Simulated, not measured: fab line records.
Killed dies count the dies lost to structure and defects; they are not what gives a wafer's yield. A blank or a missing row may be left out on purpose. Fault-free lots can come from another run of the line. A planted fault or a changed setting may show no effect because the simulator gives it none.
Matching of chambers + flow n5-finfet + rie-diel-03 running N5_STI_FIN_REVEAL_STRIP_24: 4 sister chambers
The step strips in N2/H2, time 90 s. 8 wafers are shown with their chamber, then 7 later ones without.

## WAFERS PAIRED WITH THEIR CHAMBERS
| wafer  | chamber | drypump-motor-current-A (A) | showerhead-plenum-p-Torr (Torr) |
|--------|---------|-----------------------------|---------------------------------|
| L082.1 | 1       | 6.5                         | 3.34                            |
| L082.6 | 2       | 5.5                         | 3.49                            |
| L089.1 | 2       | 5.5                         | 3.48                            |
| L093.1 | 3       | 6.4                         | 3.41                            |
| L093.2 | 1       | 6.5                         | 3.33                            |
| L093.5 | 0       | 5.7                         | 3.43                            |
| L094.2 | 0       | 5.8                         | 3.43                            |
| L094.3 | 3       | 6.4                         | 3.41                            |

## WAFERS WITHOUT THEIR CHAMBER
| wafer  | drypump-motor-current-A (A) | showerhead-plenum-p-Torr (Torr) |
|--------|-----------------------------|---------------------------------|
| L094.4 | 6.5                         | 3.33                            |
| L095.1 | 5.5                         | 3.47                            |
| L095.3 | 5.8                         | 3.42                            |
| L095.5 | 5.8                         | 3.42                            |
| L096.1 | 6.4                         | 3.40                            |
| L096.3 | 5.7                         | 3.42                            |
| L096.5 | 5.5                         | 3.47                            |

## EACH ONE'S CHAMBER
| wafer  | from the rows above | in truth |
|--------|---------------------|----------|
| L094.4 | 1                   | 1        |
| L095.1 | 2                   | 2        |
| L095.3 | 0                   | 0        |
| L095.5 | 0                   | 0        |
| L096.1 | 3                   | 3        |
| L096.3 | 0                   | 0        |
| L096.5 | 2                   | 2        |
7 of 7 placed correctly. Number that these rows cannot place: 0. Number placed wrongly: 0.
How it was worked out, from the rows above alone: a wafer's distance from a chamber is the root of the sum, over the readings, of the square of ((its reading less the chamber's mean) divided by the reading's scatter). The wafer belongs to the nearest chamber; if the next one is less than 2 further off, it can't be placed. The mean given for a chamber averages the wafers shown for that chamber. The scatter: take each reading less its chamber's mean, square it, sum over the shown wafers, divide by the number of wafers less the number of chambers, and take the root.
